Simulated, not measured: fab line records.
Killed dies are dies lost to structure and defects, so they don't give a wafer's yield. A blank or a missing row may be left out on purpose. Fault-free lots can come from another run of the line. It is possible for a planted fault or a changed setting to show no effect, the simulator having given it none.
Split-lot study	flow n5-finfet	21 wafers read from 7 lots, route of 1938 steps

== THE SPLIT ==
At N5_BEOL_M5_COAT_59 (time 60 s, resist thk 60 nm), the setting spin-rpm was moved away from the recipe's 1500 rpm on 2 of the 21 wafers read, by +11.0% to +11.2%. This setting was run at the recipe's value on the other wafers.

== FROM THE SPLIT TO THE READING: what the file shows between them, 7 steps ==
- N5_BEOL_M5_DESCUM_16: chemistry O2, time 7 s (also split here: time-s)
- N5_BEOL_M5_ETCH_72: etches underlayer in N2/H2, target depth 6.5 nm, time 5.2 s
- N5_BEOL_M5_ETCH_61: etches SiARC in CF4, target depth 15.6 nm, time 26 s
- N5_BEOL_M5_ETCH_62: etches SOC in N2/H2, target depth 75 nm, overetch 15 nm, time 112.5 s
- N5_BEOL_M5_STRIP_63: strips in N2/H2
- N5_BEOL_M5_STRIP_73: strips in N2/H2
- N5_BEOL_M5_STRIP_64: strips in CF4

== THE READING ==
SOC_of_BEOL_M5_COAT_59.thk-nm (the simulator's own value, which no gauge read), in nm, at N5_BEOL_M5_HM_OPEN_17 (chemistry Cl2/BCl3, target TiN, target depth 20 nm, overetch 6 nm). The file does not state a usual value for it. The 19 wafers here that ran the recipe average 52.2 nm, standard deviation 0.41 nm.

wafer	tool, chamber at the split	spin-rpm as run, rpm	against the recipe	SOC_of_BEOL_M5_COAT_59.thk-nm, nm	against lot-mates on the recipe
L077.4	litho-track-02, 0	1500	recipe	52.6	-
L077.5	litho-track-02, 0	1500	recipe	52.4	-
L077.6	litho-track-02, 0	1500	recipe	53	-
L076.3	litho-track-05, 0	1500	recipe	52.2	-
L076.4	litho-track-05, 0	1500	recipe	52.8	-
L076.5	litho-track-05, 0	1665	+11.0%	49.6	-2.9
L083.1	litho-track-03, 0	1500	recipe	52.8	-
L083.5	litho-track-03, 0	1500	recipe	52	-
L083.6	litho-track-03, 0	1500	recipe	52.6	-
L085.1	litho-track-03, 0	1668	+11.2%	48.8	-3.0
L085.2	litho-track-03, 0	1500	recipe	51.8	-
L085.4	litho-track-03, 0	1500	recipe	51.8	-
L088.1	litho-track-02, 0	1500	recipe	51.8	-
L088.2	litho-track-02, 0	1500	recipe	52.4	-
L088.3	litho-track-02, 0	1500	recipe	52.6	-
L090.1	litho-track-03, 0	1500	recipe	51.6	-
L090.2	litho-track-03, 0	1500	recipe	51.8	-
L090.3	litho-track-03, 0	1500	recipe	51.8	-
L092.1	litho-track-02, 0	1500	recipe	52	-
L092.6	litho-track-02, 0	1500	recipe	52	-
L092.2	litho-track-02, 0	1500	recipe	52.2	-

THE FIT
A straight line over all 21 wafers: SOC_of_BEOL_M5_COAT_59.thk-nm changes by -0.273 nm for each +1% of spin-rpm; r = -0.91; the points scatter about the line by 0.43 nm.
The same after taking each lot's own level away (the mean of its wafers on the recipe; 21 wafers): -0.266 nm for each +1%; r = -0.97; scatter 0.24 nm.
On that fit, the largest move of spin-rpm shifts the reading by 3 nm.
Measured against the standard deviation above, the lots' own levels, which go from 51.73 to 52.67 nm, span 2.3 times it.
Hence the lot-to-lot level has little effect on the slope; both slopes agree.
Check: for one of the wafers moved furthest among these (+11.2%), held out of the fit, the line's prediction against its lot-mates is -2.95 nm. Against them it came out at -3 nm.

== FURTHER SPLITS ON THESE WAFERS ==
Other splits were also applied to these wafers ahead of the reading. Each is held against what the fit with the lots' levels taken away leaves over:
other split on the same wafers	wafers away from the commonest value	r with SOC_of_BEOL_M5_COAT_59.thk-nm (lot level and that fit taken away)
N5_BEOL_M1_DESCUM_33 time-s	10	-0.01
N5_BEOL_M2_ILD_DEP_00 time-s	10	-0.09
N5_BEOL_M2_COAT_62 spin-rpm	6	-0.06
N5_BEOL_M4_COAT_76 spin-rpm	10	-0.18
N5_BEOL_M4_DESCUM_33 time-s	6	-0.35
N5_BEOL_M5_DESCUM_16 time-s	7	+0.09

== THE WHOLE CHAIN: every reading that the file lists as answering this split, in the file's order ==
step	what it does	reading	change (the file's fit)	r (the file's)
N5_BEOL_M5_COAT_59	time 60 s, resist thk 60 nm	SOC_of_BEOL_M5_COAT_59.thk-nm (the simulator's own value, which no gauge read)	-0.279 nm for each +1% of the setting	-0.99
N5_BEOL_M5_ETCH_62	etches SOC in N2/H2, target depth 75 nm, overetch 15 nm, time 112.5 s	etch.depth-nm (the simulator's own value, which no gauge read)	-0.272 nm for each +1% of the setting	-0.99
N5_BEOL_M5_HM_OPEN_17	chemistry Cl2/BCl3, target TiN, target depth 20 nm, overetch 6 nm	SOC_of_BEOL_M5_COAT_59.thk-nm (the simulator's own value, which no gauge read)	-0.266 nm for each +1% of the setting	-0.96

== THE FILE'S OWN FIT ==
SOC_of_BEOL_M5_COAT_59.thk-nm changes by -0.266 nm for each +1% of spin-rpm, r = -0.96.
